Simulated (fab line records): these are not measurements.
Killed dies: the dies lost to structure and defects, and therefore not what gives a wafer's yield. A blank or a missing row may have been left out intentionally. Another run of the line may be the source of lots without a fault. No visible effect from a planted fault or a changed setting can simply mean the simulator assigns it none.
Matching of chambers | flow n5 finfet | 4 sister chambers for N5_BEOL_M1_VIA_ETCH_34 on rie diel-01
The step etches the open film in C4F6/O2, target depth 67.8 nm, time 64.4 s. 18 wafers are shown with their chamber, then 9 later ones without.

WAFERS, EACH WITH ITS CHAMBER
wafer  | chamber | drypump motor current A (A) | throttle valve pct (%) | showerhead plenum p Torr (Torr)
L074.2 | 1       | 4.9                         | 30.59                  | 2.93
L074.3 | 3       | 5.9                         | 30.92                  | 2.72
L074.6 | 1       | 4.9                         | 30.58                  | 2.93
L076.2 | 2       | 6.0                         | 31.02                  | 2.90
L076.5 | 0       | 5.2                         | 31.19                  | 2.85
L076.6 | 1       | 4.8                         | 30.60                  | 2.93
L087.3 | 0       | 5.2                         | 31.22                  | 2.84
L087.4 | 3       | 5.9                         | 30.94                  | 2.71
L087.5 | 0       | 5.2                         | 31.21                  | 2.84
L088.1 | 2       | 6.0                         | 31.04                  | 2.89
L088.3 | 3       | 5.9                         | 30.96                  | 2.71
L088.4 | 0       | 5.2                         | 31.24                  | 2.84
L089.2 | 2       | 6.0                         | 31.04                  | 2.89
L089.4 | 3       | 5.9                         | 30.94                  | 2.71
L089.5 | 0       | 5.2                         | 31.24                  | 2.84
L092.1 | 3       | 5.9                         | 30.95                  | 2.71
L092.2 | 1       | 4.8                         | 30.61                  | 2.91
L092.3 | 2       | 6.0                         | 31.05                  | 2.89

SIGNATURES (averages over the wafers above)
reading                  | chamber 0 | chamber 1 | chamber 2 | chamber 3 | scatter within a chamber
drypump motor current A  | 5.200     | 4.850     | 6.000     | 5.900     | 0.0267
throttle valve pct       | 31.2200   | 30.5950   | 31.0375   | 30.9420   | 0.0162
showerhead plenum p Torr | 2.8420    | 2.9250    | 2.8925    | 2.7120    | 0.00618
Rule: for a wafer and a chamber, the distance is found by dividing, reading by reading, the gap between the wafer's reading and the chamber's mean by the reading's scatter, squaring, summing and taking the root. If the next closest chamber is less than 2 further off than the closest, the wafer can't be placed; otherwise it belongs to the closest. How the scatter is found: for the shown wafers, subtract from each reading the mean of its chamber, square and add these, divide the total by (wafers less chambers), then take the root.

WAFERS MISSING THEIR CHAMBER
wafer  | drypump motor current A (A) | throttle valve pct (%) | showerhead plenum p Torr (Torr)
L094.3 | 6.0                         | 31.05                  | 2.89
L094.5 | 5.9                         | 30.95                  | 2.70
L094.6 | 6.0                         | 31.06                  | 2.88
L095.1 | 4.9                         | 30.61                  | 2.91
L095.3 | 5.9                         | 30.97                  | 2.70
L095.6 | 6.0                         | 31.05                  | 2.88
L097.1 | 5.2                         | 31.24                  | 2.84
L097.3 | 5.9                         | 30.96                  | 2.70
L097.6 | 6.0                         | 31.04                  | 2.88

CHAMBER TAKEN BY EACH
wafer  | from the rows above | in truth
L094.3 | 2                   | 2
L094.5 | 3                   | 3
L094.6 | 2                   | 2
L095.1 | 1                   | 1
L095.3 | 3                   | 3
L095.6 | 2                   | 2
L097.1 | 0                   | 0
L097.3 | 3                   | 3
L097.6 | 2                   | 2
Correctly placed: 9 of 9. Number that these rows cannot place: 0. Number placed wrongly: 0.
